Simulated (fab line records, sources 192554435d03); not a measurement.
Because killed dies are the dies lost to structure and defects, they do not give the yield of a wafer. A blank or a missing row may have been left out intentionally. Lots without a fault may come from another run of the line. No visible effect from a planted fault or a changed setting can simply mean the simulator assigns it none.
Problem report in the 8D (eight disciplines) form, filled by code | flow n5 finfet | the parts of the form that need people (team, actions taken, sign-off) are left out

1. WHAT IS WRONG
run length s at N5_BEOL_M12_ETCH_68 reads a mean of 226.6 s on 4 wafers of 2 lots; wafers without a fault read 308.2 s with a standard deviation of 0.35. That is -99 or more standard deviations from the usual mean.
The step: etches SOC in N2/H2, time 285 s.
Seen first at day 16 10:02 on rie diel-03, wafer L163.5. At this step, 32 wafers from 11 lots have a number in the record. The rule behind "out" and "out of limits": a value lying over 4 standard deviations away from the usual mean. Any other wafer with a number is counted as sound.

2. WHAT IT IS, WHAT IT ISN'T
question                    | is                             | is not
which readings at this step | run length s                   | drypump motor current A, oes product au, rf vpp V, showerhead plenum p Torr, throttle valve pct
which lots                  | L163, L166                     | L157, L159, L161, L162, L164, L165, L176, L177, L178
which wafers of those lots  | L163.5, L163.6, L166.4, L166.5 | L163.1, L166.1
read on which tools         | rie diel-03                    | rie diel-02, rie diel-05
when                        | from day 16 10:02              | up to then (18 sound wafers); but 10 sound wafers of L166, L176, L177, L178 came after

3. THE SUSPECTS, EACH WITH WHAT RULES IT OUT
Counting: any tool at a process step up to the reading remains a suspect provided it ran every lot that is out. Sound lots after the first of them don't rule it out here, since some wafers of a struck lot are sound.
- rie diel-03 at N5_BEOL_M12_ETCH_68 (etches SOC in N2/H2, time 285 s): kept. It processed each lot that is out (first: L163, day 16 10:02); up to then, its last sound lot is L164 (day 15 09:18). Its own run length s readings are out on those wafers.
Left after counting: rie diel-03 at N5_BEOL_M12_ETCH_68.

4. THE CAUSE (what the simulator had put in)
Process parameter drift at N5_BEOL_M12_ETCH_68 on rie diel-03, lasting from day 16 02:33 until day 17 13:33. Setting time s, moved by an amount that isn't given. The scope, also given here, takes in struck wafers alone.
Counting left only this tool.

5. THE CHAIN OF EFFECTS, in route order
Each row: a reading where the mean over the struck wafers with a number is more than 3 standard deviations away from the usual. Only readings whose record carries a usual standard deviation are examined. hours: median over the lots of the time between each lot's start at the first step of this table that gives one and its start at this step. sigmas: the change, counted in usual standard deviations.
hours | step                | reading      | usual   | on struck wafers | change | sigmas
0     | N5_BEOL_M12_ETCH_68 | run length s | 308.2 s | 226.6            | -81.6  | -99 or more
It contains these process steps:
- N5_BEOL_M12_ETCH_68: etches SOC in N2/H2, time 285 s.

6. HOW IT WOULD HAVE BEEN CAUGHT EARLIER
The fault began at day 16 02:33; the first out-of-limits reading in this record came at day 16 10:02, 7 hours later.
